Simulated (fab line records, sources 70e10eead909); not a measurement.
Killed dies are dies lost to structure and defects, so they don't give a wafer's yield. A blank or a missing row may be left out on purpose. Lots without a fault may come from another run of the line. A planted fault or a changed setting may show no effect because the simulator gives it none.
Chamber matching | flow nand_harc | NHARC_A_WL_FILL_ALD_00 on ald_hk-04: 4 sister chambers
The step deposits Al2O3, target thk 3 nm, pulse time 3 s, ald cycles 30. 4 wafers are shown with their chamber, then 8 later ones without.

WAFERS WITH THEIR CHAMBER
wafer  | chamber | heater_power_w (W)
L088.2 | 3       | 496
L094.1 | 2       | 444
L094.6 | 0       | 414
L093.2 | 1       | 440

WAFERS WITHOUT THEIR CHAMBER
wafer  | heater_power_w (W)
L093.3 | 410
L093.6 | 435
L095.3 | 414
L095.5 | 480
L095.6 | 416
L097.2 | 413
L097.3 | 494
L097.4 | 458

WHICH CHAMBER EACH WENT THROUGH
wafer  | from the rows above     | in truth
L093.3 | 0                       | 0
L093.6 | can't be placed: 1 or 2 | 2
L095.3 | 0                       | 0
L095.5 | 3                       | 3
L095.6 | 0                       | 0
L097.2 | 0                       | 0
L097.3 | 3                       | 3
L097.4 | can't be placed: 2 or 1 | 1
Placed correctly: 6 of 8. Can't be placed from these rows: 2 (the true chamber is among the candidates in 2). Placed wrongly: 0.
How it was worked out, from the rows above alone: a wafer's distance from a chamber is the root of the sum, over the readings, of the square of ((its reading less the chamber's mean) divided by the reading's scatter). The wafer belongs to the nearest chamber; if the next one is less than 2 further off, it can't be placed. A chamber's mean is the mean of its shown wafers. The scatter: with one shown wafer a chamber, the root of the mean of the squares of how far each hidden wafer lies from its nearest shown one.
